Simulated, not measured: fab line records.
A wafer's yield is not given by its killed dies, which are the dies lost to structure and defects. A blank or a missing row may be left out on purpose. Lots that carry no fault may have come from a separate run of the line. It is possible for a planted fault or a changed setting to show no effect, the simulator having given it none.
fab line records | flow n5Finfet
record lots=5 wafers=15 lastDay=17
route steps=1938 shown BEOL_M0_CUTY@703 BEOL_M0@715 BEOL_M4@1111
lots untouched by any fault: they come from a run of this same line in which no faults occurred
startH: hours from the record's first day to the start of the lot's first wafer shown | waitH: hours since the lot's step before | " as in the row above | L1.1+2: a row that stands for several wafers | - no value present, or no start provided | * or withheld: withheld | < > ~ a bound
route shown NAME@n: names a module that has steps shown in the file, with the first one's number in the route | usual: average and standard deviation across the fault-free wafers | same: alike in all rows | chamber/n: place in a boat | sites: readings site by site | _std_site: their standard deviation | _edge_site: inner sites' mean taken away from outer sites' mean | radiusMm: for every site, how far away it sits from the centre of the wafer | mask NAME#n: copy n | behind: tool/chamber where the wafer was last shaped | hold: why the lot was held/for how many hours/how that ended | device: names the non-switching transistor (n, p or np) | end of line: the same wafers' tests at the end of the route | a step with no rows: only its recipe | killed: dies that structure and defects cost at the first sort, which is not the same as the wafer's yield | map: the dies of a wafer, with x for killed, . for not killed, _ for no die there
set.NAME: the setting that was run; set.NAME@STEP: the one run at that earlier step | model.NAME: the simulator's own value behind a step, which no gauge read
lots seen at some steps along the route; tables by step, rows by wafer
services: from which hour (startH, from the record's first day; less than 0 if before it) a tool's chamber was out of use, for how many hours, and why
## steps
# step N5_BEOL_M0_CUTY_EBR_52
# recipe solvent=PGMEA ebrWidthMm=1.5
# step N5_BEOL_M0_CUTY_SOFTBAKE_53
# recipe tempC=110 timeS=60 resist=CAR-ArF-block
# step N5_BEOL_M0_CUTY_EXPOSE_54
# recipe maskId=M0_ABLK na=1.35 sourceShape=conventional sigmaOuter=0.8 polarization=unpolarized doseMj=36
# step N5_BEOL_M0_CUTY_PEB_55
# recipe pebTempC=110 pebTimeS=60 resist=CAR-ArF-block
# step N5_BEOL_M0_CUTY_DEVELOP_56
# recipe developTimeS=30 developer=TMAH resist=CAR-ArF-block rinseLiquid=diw dry=airSpin devTempC=23
# step N5_BEOL_M0_CUTY_CD_MEAS_57
# recipe targetCdNm=200 landingEnergyEv=500 detector=seInlens polarity=line
# usual cdNm=200.1/0.87
# columns lot.wafer tool chamber startH waitH cdNm
L521.1 cdSem-01 0 151.33 - 199.2
L521.2 " 0 " " 199.3
L521.4 " 0 " " 200.4
L522.1 cdSem-01 0 158.59 - 199.4
L522.5 " 0 " " 199.5
L522.6 " 0 " " 199.1
L523.1 cdSem-02 0 166.87 - 200.0
L523.3 " 0 " " 199.1
L523.5 " 0 " " 200.0
L530.2 cdSem-01 0 205.56 - 200.1
L530.3 " 0 " " 200.6
L530.4 " 0 " " 199.7
L537.2 cdSem-03 0 252.55 - 198.2
L537.3 " 0 " " 198.9
L537.6 " 0 " " 198.8
# step N5_BEOL_M0_CUTY_OVL_MEAS_58
# recipe pointsPerWafer=44
# usual M0_ABLK_OVL=0.6/0.69
# same pointsPerWafer=44
# columns lot.wafer tool chamber startH waitH M0_ABLK_OVL[nm]
L521.1 overlay-01 0 151.36 0.0 1.1
L521.2 " 0 " " 1.3
L521.4 " 0 " " 2.1
L522.1 overlay-01 0 158.62 0.0 0.4
L522.5 " 0 " " 0.3
L522.6 " 0 " " 1.3
L523.1 overlay-02 0 166.90 0.0 0.3
L523.3 " 0 " " -0.2
L523.5 " 0 " " -0.9
L530.2 overlay-02 0 205.59 0.0 1.2
L530.3 " 0 " " 1.1
L530.4 " 0 " " 0.4
L537.2 overlay-01 0 252.58 0.0 1.2
L537.3 " 0 " " 0.8
L537.6 " 0 " " 0.5
# step N5_BEOL_M0_CUTY_INSPECT_59
# recipe mode=adi inspectInstrument=macro
# usual rawDefectCount=2.2/1.5
# columns lot.wafer tool chamber startH waitH rawDefectCount
L521.1 defectInspect-02 - 151.38 0.0 0
L521.2 " - " " 0
L521.4 " - " " 3
L522.1 defectInspect-02 - 158.64 0.0 3
L522.5 " - " " 1
L522.6 " - " " 1
L523.1 defectInspect-01 - 166.92 0.0 3
L523.3 " - " " 5
L523.5 " - " " 0
L530.2 defectInspect-01 - 205.62 0.0 1
L530.3 " - " " 2
L530.4 " - " " 1
L537.2 defectInspect-02 - 252.60 0.0 3
L537.3 " - " " 1
L537.6 " - " " 4
# step N5_BEOL_M0_CUTY_DESCUM_61
# recipe chemistry=O2 timeS=7.9 sourcePowerW=50 biasPowerW=20 pressureMtorr=20 rfFrequencyHz=2.712e+07 tempC=40 resist=CAR-ArF-block o2FlowSccm=225
# usual drypumpMotorCurrentA=5.6/0.42 oesProductAu=0.81/0.079 rfVppV=243.2/1.4 showerheadPlenumPTorr=2.10/0.077 throttleValvePct=20.42/0.25
# columns lot.wafer tool chamber startH waitH drypumpMotorCurrentA oesProductAu rfHoursCounterH rfVppV showerheadPlenumPTorr throttleValvePct
L521.1 rieDiel-06 1 151.42 0.0 6.2 0.88 32 244.8 2.23 20.53
L521.2 " 3 " " 5.7 0.68 226 244.0 2.16 20.86
L521.4 " 3 " " 5.7 0.68 - 244.2 2.16 20.87
L522.1 rieDiel-05 0 158.68 0.0 5.5 0.88 31 241.3 2.04 20.12
L522.5 " 1 " " 6.1 0.94 - 243.7 2.14 20.13
L522.6 " 2 " " 5.6 0.86 - 242.3 2.02 20.54
L523.1 rieDiel-01 2 166.98 0.1 5.3 0.77 112 241.3 2.03 20.29
L523.3 " 3 " " 5.4 0.81 92 241.5 2.03 20.03
L523.5 " 2 " " 5.3 0.78 - 241.8 2.03 20.29
L530.2 rieDiel-05 3 205.65 0.0 4.9 0.88 36 244.8 2.22 20.26
L530.3 " 0 " " 5.5 0.86 47 241.0 2.03 20.15
L530.4 " 1 " " 6.1 0.89 28 243.4 2.14 20.16
L537.2 rieDiel-06 3 253.47 0.9 5.7 0.94 5 244.6 2.15 20.55
L537.3 " 3 " " 5.7 0.95 - 242.7 2.15 20.53
L537.6 " 1 " " 6.2 0.83 - 245.2 2.22 20.59
# step N5_BEOL_M0_CUTY_ETCH_62
# recipe chemistry=CF4 target=SiARC maskMaterial=CAR-ArF-block timeS=58.5 ionEnergyEv=80 pressureMtorr=40 sourceW=545 biasW=36 Ar_flow_sccm=100 cf4FlowSccm=100 ends=cleared
# usual cf4FlowSccm=100.0/0.31 drypumpMotorCurrentA=5.6/0.42 etchRfOnTimeS=58.2/0.88 oesProductAu=0.69/0.068 rfFwdPowerW=538/3 rfVppV=184.0/1.2 showerheadPlenumPTorr=2.15/0.072 throttleValvePct=15.60/0.26
# columns lot.wafer tool chamber startH waitH cf4FlowSccm drypumpMotorCurrentA etchRfOnTimeS oesProductAu rfFwdPowerW rfHoursCounterH rfVppV showerheadPlenumPTorr throttleValvePct
L521.1 rieDiel-06 1 151.45 0.0 100.0 6.2 58.5 0.75 542 32 184.9 2.27 15.60
L521.2 " 3 " " 99.3 5.7 59.2 0.59 539 226 183.4 2.21 16.05
L521.4 " 3 " " 99.5 5.7 59.3 0.59 538 - 185.7 2.21 16.07
L522.1 rieDiel-05 0 158.71 0.0 100.0 5.5 58.3 0.76 540 31 183.9 2.10 15.34
L522.5 " 1 " " 99.9 6.1 57.2 0.80 536 - 184.5 2.19 15.25
L522.6 " 2 " " 100.2 5.6 57.0 0.75 544 - 184.8 2.08 15.76
L523.1 rieDiel-01 2 167.01 0.0 100.5 5.3 57.3 0.68 538 112 184.0 2.07 15.41
L523.3 " 3 " " 100.6 5.3 58.8 0.69 535 92 183.8 2.07 15.24
L523.5 " 2 " " 100.2 5.3 58.3 0.67 538 - 185.1 2.07 15.41
L530.2 rieDiel-05 3 205.68 0.0 100.0 5.0 58.0 0.75 540 36 184.7 2.27 15.44
L530.3 " 0 " " 99.5 5.5 58.8 0.73 542 47 184.4 2.10 15.37
L530.4 " 1 " " 99.6 6.1 57.4 0.77 535 28 185.1 2.18 15.28
L537.2 rieDiel-06 3 253.52 0.0 99.5 5.7 57.7 0.82 536 5 184.6 2.20 15.61
L537.3 " 3 " " 100.2 5.7 57.7 0.81 538 - 184.4 2.20 15.61
L537.6 " 1 " " 100.0 6.2 58.3 0.71 541 - 186.3 2.26 15.66
# step N5_BEOL_M0_CUTY_ETCH_63
# recipe chemistry=N2/H2 target=SOC targetDepthA=827 overetchA=165 maskMaterial=SiARC tempC=40 ionEnergyEv=200 timeS=124 pressureMtorr=30 sourceW=840 biasW=150 n2FlowSccm=200 h2FlowSccm=200
# usual drypumpMotorCurrentA=5.6/0.42 oesProductAu=0.66/0.061 rfFwdPowerW=837.0/2.5 rfVppV=524.0/2.7 showerheadPlenumPTorr=2.55/0.092 throttleValvePct=17.80/0.24
# columns lot.wafer tool chamber startH waitH drypumpMotorCurrentA oesProductAu rfFwdPowerW rfHoursCounterH rfVppV showerheadPlenumPTorr throttleValvePct
L521.1 rieDiel-06 1 151.50 0.0 6.2 0.72 834.5 32 528.1 2.71 17.91
L521.2 " 3 " " 5.7 0.57 838.5 226 524.9 2.61 18.17
L521.4 " 3 " " 5.7 0.57 838.9 - 525.4 2.61 18.16
L522.1 rieDiel-05 0 158.76 0.0 5.5 0.71 839.1 31 522.3 2.48 17.51
L522.5 " 1 " " 6.1 0.76 836.0 - 525.0 2.59 17.49
L522.6 " 2 " " 5.7 0.70 836.3 - 522.3 2.47 17.95
L523.1 rieDiel-01 2 167.06 0.0 5.3 0.65 842.2 112 522.8 2.45 17.73
L523.3 " 3 " " 5.3 0.67 835.6 92 522.5 2.46 17.54
L523.5 " 2 " " 5.3 0.64 837.7 - 521.5 2.45 17.73
L530.2 rieDiel-05 3 205.73 0.0 5.0 0.71 837.5 36 526.9 2.70 17.54
L530.3 " 0 " " 5.5 0.70 839.4 47 522.7 2.48 17.54
L530.4 " 1 " " 6.1 0.73 831.7 28 525.7 2.58 17.51
L537.2 rieDiel-06 3 253.59 0.0 5.7 0.78 838.7 5 525.2 2.60 17.77
L537.3 " 3 " " 5.7 0.77 838.5 - 525.9 2.60 17.77
L537.6 " 1 " " 6.2 0.68 836.8 - 528.4 2.69 17.96
# step N5_BEOL_M0_CUTY_STRIP_64
# recipe chemistry=N2/H2 tempC=40 n2FlowSccm=200 h2FlowSccm=200 rfFrequencyHz=6e+07
# step N5_BEOL_M0_ETCH_138
# recipe chemistry=CH3F/O2 targetDepthA=120 target=SiCN timeS=31.6 ionEnergyEv=120 pressureMtorr=30 sourceW=395 biasW=75 Ar_flow_sccm=150 CH3F_flow_sccm=30 O2_flow_sccm=20 ends=cleared
# usual drypumpMotorCurrentA=5.6/0.42 etchRfOnTimeS=29.1/0.8 oesProductAu=0.69/0.068 rfFwdPowerW=386.5/1.8 rfVppV=297.4/1.7 showerheadPlenumPTorr=2.01/0.073 throttleValvePct=16.30/0.27
# columns lot.wafer tool chamber startH waitH drypumpMotorCurrentA etchRfOnTimeS oesProductAu rfFwdPowerW rfHoursCounterH rfVppV showerheadPlenumPTorr throttleValvePct
L521.1 rieDiel-06 1 151.62 0.0 6.3 29.1 0.76 388.3 32 299.4 2.13 16.35
L521.2 " 3 " " 5.7 27.9 0.59 386.5 227 298.6 2.06 16.75
L521.4 " 3 " " 5.7 29.7 0.59 387.5 - 299.2 2.06 16.74
L522.1 rieDiel-05 0 158.88 0.0 5.5 28.8 0.75 386.9 31 296.8 1.96 16.03
L522.5 " 1 " " 6.1 28.7 0.80 384.9 - 298.5 2.04 15.94
L522.6 " 2 " " 5.7 29.3 0.75 385.2 - 294.7 1.94 16.46
L523.1 rieDiel-01 2 167.18 0.0 5.3 29.1 0.66 383.6 112 295.6 1.92 16.10
L523.3 " 3 " " 5.4 28.7 0.69 384.5 92 294.8 1.94 15.93
L523.5 " 2 " " 5.3 29.7 0.67 386.7 - 295.6 1.93 16.08
L530.2 rieDiel-05 3 205.85 0.0 5.0 28.3 0.75 387.7 36 299.2 2.13 16.16
L530.3 " 0 " " 5.5 24.6 0.81 624.0 47 253.1 1.95 16.04
L530.4 " 1 " " 6.1 29.1 0.76 384.8 28 297.2 2.03 15.96
L537.2 rieDiel-06 3 253.78 0.0 5.7 27.9 0.82 388.9 5 298.5 2.05 16.31
L537.3 " 3 " " 5.7 28.2 0.81 386.6 - 296.8 2.05 16.32
L537.6 " 1 " " 6.2 29.6 0.70 388.4 - 300.5 2.12 16.43
# step N5_BEOL_M0_HM_OPEN_105
# recipe chemistry=Cl2/BCl3 targetDepthA=120 target=TiN ionEnergyEv=150 pressureMtorr=10 icpW=1000 biasW=126 Cl2_flow_sccm=53.25 bcl3FlowSccm=21.75 Ar_flow_sccm=25
# usual drypumpMotorCurrentA=5.9/0.34 oes_ar_750_au=0.79/0.11 oesProductAu=0.80/0.11 throttleValvePct=21.80/0.13
# columns lot.wafer tool chamber startH waitH drypumpMotorCurrentA oes_ar_750_au oesProductAu rfHoursCounterH throttleValvePct
L521.1 rieMetal-02 1 151.72 0.1 6.2 0.95 0.95 3 21.56
L521.2 " 0 " " 6.2 0.82 0.82 31 21.83
L521.4 " 0 " " 6.2 0.82 0.81 - 21.85
L522.1 rieMetal-02 1 159.59 0.7 6.2 0.95 0.95 3 21.57
L522.5 " 1 " " 6.2 0.94 0.95 - 21.56
L522.6 " 0 " " 6.1 0.82 0.82 - 21.83
L523.1 rieMetal-02 1 167.28 0.1 6.2 0.94 0.94 3 21.58
L523.3 " 0 " " 6.2 0.82 0.82 - 21.84
L523.5 " 1 " " 6.2 0.94 0.94 - 21.57
L530.2 rieMetal-03 0 206.15 0.3 6.1 0.66 0.65 103 21.74
L530.3 " 1 " " 5.8 0.76 0.77 - 21.81
L530.4 " 0 " " 6.1 0.65 0.65 - 21.77
L537.2 rieMetal-02 0 254.10 0.3 6.2 0.79 0.79 38 21.87
L537.3 " 1 " " 6.2 0.88 0.89 - 21.60
L537.6 " 1 " " 6.2 0.89 0.89 - 21.60
# step N5_BEOL_M4_RC_MEAS_101
# usual DIBL_N=35.7/1.3 DIBL_P=35.4/1.8 IOFF_N=0.152/0.027 IOFF_P=0.20/0.034 ION_N=672/9.8 ION_P=461/7.5 SS_N=71.4/0.55 SS_P=73.1/0.61 VT_N=251/3.3 VT_P=-251/3.6
# columns lot.wafer tool chamber startH waitH DIBL_N[mV/V] DIBL_P[mV/V] IOFF_N[nA/um] IOFF_P[nA/um] ION_N[uA/um] ION_P[uA/um] SS_N[mV/dec] SS_P[mV/dec] VT_N[mV] VT_P[mV]
L521.1 prober-02 0 200.27 0.0 35.6 37.1 0.164 0.24 684 474 70.8 73.0 247 -245
L521.2 " 0 " " 34.1 34.2 0.130 0.18 675 462 70.5 72.3 253 -247
L521.4 " 0 " " 34.6 35.8 0.146 0.21 675 464 71.0 72.0 249 -247
L522.1 prober-02 0 209.67 0.0 34.2 34.1 0.131 0.17 672 455 71.4 72.0 252 -253
L522.5 " 0 " " 36.0 36.0 0.155 0.21 683 469 71.6 73.5 249 -250
L522.6 " 0 " " 35.6 35.7 0.154 0.20 672 462 71.8 73.9 248 -250
L523.1 prober-02 0 218.32 0.4 34.5 33.5 0.130 0.18 682 465 71.4 72.8 254 -254
L523.3 " 0 " " 35.4 34.2 0.139 0.19 668 459 71.7 73.3 254 -248
L523.5 " 0 " " 33.3 31.3 0.104 0.15 652 453 72.0 71.6 258 -254
L530.2 prober-01 0 256.24 0.2 38.1 37.4 0.178 0.22 667 456 71.9 74.0 248 -251
L530.3 " 0 " " 37.8 36.4 0.179 0.20 676 455 72.1 74.4 249 -253
L530.4 " 0 " " 35.4 34.7 0.144 0.17 678 452 71.8 72.4 249 -255
L537.2 prober-01 0 308.32 0.2 36.9 37.5 0.164 0.22 682 465 71.1 73.7 249 -254
L537.3 " 0 " " 35.3 35.2 0.132 0.17 670 456 70.9 73.0 252 -253
L537.6 " 0 " " 36.3 36.8 0.148 0.20 674 459 71.1 73.7 252 -251
## services
# columns tool chamber startH hours kind
rieMetal-03 0 129.62 17.6 repair
rieDiel-06 0 149.96 9.6 repair
rieDiel-06 - 186.01 2.8 pm
rieDiel-06 2 193.07 5.0 repair
rieDiel-06 3 217.63 - clean
rieDiel-06 3 217.63 - consumableReplace:focusRing
rieDiel-06 3 217.63 24.0 scheduledDown
rieDiel-06 3 217.63 24.0 ventCycle
rieMetal-03 - 220.80 1.4 pm
rieDiel-01 0 246.77 - clean
rieDiel-01 0 246.77 - consumableReplace:focusRing
rieDiel-01 0 246.77 17.1 scheduledDown
rieDiel-01 0 246.77 17.1 ventCycle
rieDiel-06 0 248.46 12.2 repair
rieDiel-06 2 253.30 11.7 repair
## key
firstSign step=N5_BEOL_M0_ETCH_138 reading=rfFwdPowerW direction=up sigmas=99+ usual=* struck=*
effect step=N5_BEOL_M0_ETCH_138 reading=rfVppV direction=down sigmas=26 usual=297.4 struck=253.1
metAt N5_BEOL_M0_ETCH_138
struckWafers L530.3
onsetBetween 158.88 205.85
fault kind=processParameterDrift tool=rieDiel-05 chamber=0 onsetH=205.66 steps=N5_BEOL_M0_ETCH_138 channel=sourceW offset=237 shape=step endH=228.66 actsIn=theseRecipesOnly stated=395
